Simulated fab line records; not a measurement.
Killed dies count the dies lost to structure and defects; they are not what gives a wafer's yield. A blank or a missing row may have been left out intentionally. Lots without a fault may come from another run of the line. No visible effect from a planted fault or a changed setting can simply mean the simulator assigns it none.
Struck lot and sound lot, side by side | flow n5Finfet | 18 steps out of a route of 1938
Sound: these wafers, L517.1, L517.2, L517.4. Struck: wafers L533.2, L533.5, L533.6. The cause is given at the end.
Per side, at each step with rows, come the tool, then ch with its chambers, and then its first start. Under that, the readings that differ: sound wafers | struck wafers | difference of the means | sigmas: that difference in standard deviations of wafers without a fault.
alike: readings with means less than 2 such deviations apart, plus words and numbers identical on both sides. not compared: withheld readings, readings lacking a value on some wafer, bounds such as >300 that could conceal the same value, and numbers that have no deviation in the record and whose values overlap.
The two part at a step that has a row with sigmas, a row that says differs or no value, or rows on one side only. Numbers that have no deviation but don't overlap get no sigmas and don't part them. A reading that every wafer of one side lacks parts them only if that side has two wafers or more.

N5_FIN_SAQP_THK_MEAS_05:
  struck on filmMetro-02, day 6 02:51; sound on filmMetro-02, day 2 02:56
  alike: thkNm
N5_FIN_SAQP_PECVD_47: deposits a-Si from SiH4/He, target thk 45 nm, time 36.3 s.
  sound on pecvd-02 ch 1,2, day 2 02:59; struck on pecvd-01 ch 0,1, day 6 02:53
  alike: heaterPowerW, rfFwdPowerW, showerheadPlenumPTorr, throttleValvePct
N5_FIN_SAQP_PECVD_48: deposits SiNx from SiH4/NH3/N2, target thk 25 nm, time 22.1 s.
  sound on pecvd-02 ch 1,2, day 2 03:01; struck on pecvd-01 ch 0,1, day 6 02:56
  alike: heaterPowerW, rfFwdPowerW, showerheadPlenumPTorr, throttleValvePct
N5_FIN_SAQP_PECVD_06: deposits a-Si from SiH4/He, target thk 60 nm, time 48.1 s.
  sound on pecvd-02 ch 1,2, day 2 03:04; struck on pecvd-01 ch 0,1, day 6 02:58
  alike: heaterPowerW, rfFwdPowerW, showerheadPlenumPTorr, throttleValvePct
N5_FIN_SAQP_THK_MEAS_07:
  struck on filmMetro-01, day 6 03:04; sound on filmMetro-02, day 2 03:09
  alike: thkNm
N5_FIN_SAQP_HM_DEP_72: deposits SiO2 from SiH4/N2O, target thk 12 nm, time 7.2 s.
  sound on pecvd-01 ch 0,1,2, day 2 03:11; struck on pecvd-01 ch 1,2, day 6 03:06
  alike: heaterPowerW, rfFwdPowerW, showerheadPlenumPTorr
then, 6 steps without rows for these wafers: N5_FIN_SAQP_COAT_49 (time 60 s, resist thk 100 nm); N5_FIN_SAQP_COAT_50 (time 60 s, resist thk 35 nm); N5_FIN_SAQP_COAT_10 (resist thk 90 nm); N5_FIN_SAQP_EBR_12; N5_FIN_SAQP_SOFTBAKE_11 (time 60 s); N5_FIN_SAQP_EXPOSE_13 (exposes mask FIN CORE, target cd 35.6 nm).
N5_FIN_SAQP_PEB_14: peb time 60 s.
  sound on lithoTrack-04 ch 0, day 2 03:26; struck on lithoTrack-04 ch 0, day 6 03:29
  alike: exhaustPa
then, 1 step without rows for these wafers: N5_FIN_SAQP_DEVELOP_15 (develop time 30 s).
N5_FIN_SAQP_CD_MEAS_16: the cd target is 35.6 nm.
  sound on cdSem-03 ch 0, day 2 03:31; struck on cdSem-01 ch 0, day 6 03:33
reading   | sound          | struck         | difference | sigmas
cdNm (nm) | 35.3 35.7 35.6 | 32.4 32.3 32.4 | -3.2       | -11
N5_FIN_SAQP_OVL_MEAS_17:
  sound on overlay-01 ch 0, day 2 03:33; struck on overlay-01 ch 0, day 6 03:35
reading           | sound       | struck         | difference | sigmas
FIN_CORE_OVL (nm) | 1.1 0.7 0.8 | -0.4 -0.6 -1.3 | -1.6       | -2
-- here the record skips 5 days between the struck wafers' starts before and after, leaving off in module FIN_SAQP and picking up in module BEOL_M4 (first step shown: number 1111 of the route) --
N5_BEOL_M4_RC_MEAS_101:
  sound on prober-02 ch 0, day 7 15:40; struck on prober-02 ch 0, day 11 13:58
  alike: DIBL_N, DIBL_P, IOFF_N, IOFF_P, ION_N, ION_P, SS_N, SS_P, VT_N, VT_P
-- the record jumps here: 4 days lie between the struck wafers' starts before and after (it left off in module BEOL_M4 and takes up again in module PASSIVATION, whose first step shown is number 1936 of the route) --
N5_PASSIVATION_PROBE_49:
  the record has rows for the struck wafers here (prober-02, day 15 15:02) and none for the sound ones

## WHERE THEY PART
Last at N5_PASSIVATION_PROBE_49 as far as this record goes, first at N5_FIN_SAQP_CD_MEAS_16.

WHY: what the simulator had put in
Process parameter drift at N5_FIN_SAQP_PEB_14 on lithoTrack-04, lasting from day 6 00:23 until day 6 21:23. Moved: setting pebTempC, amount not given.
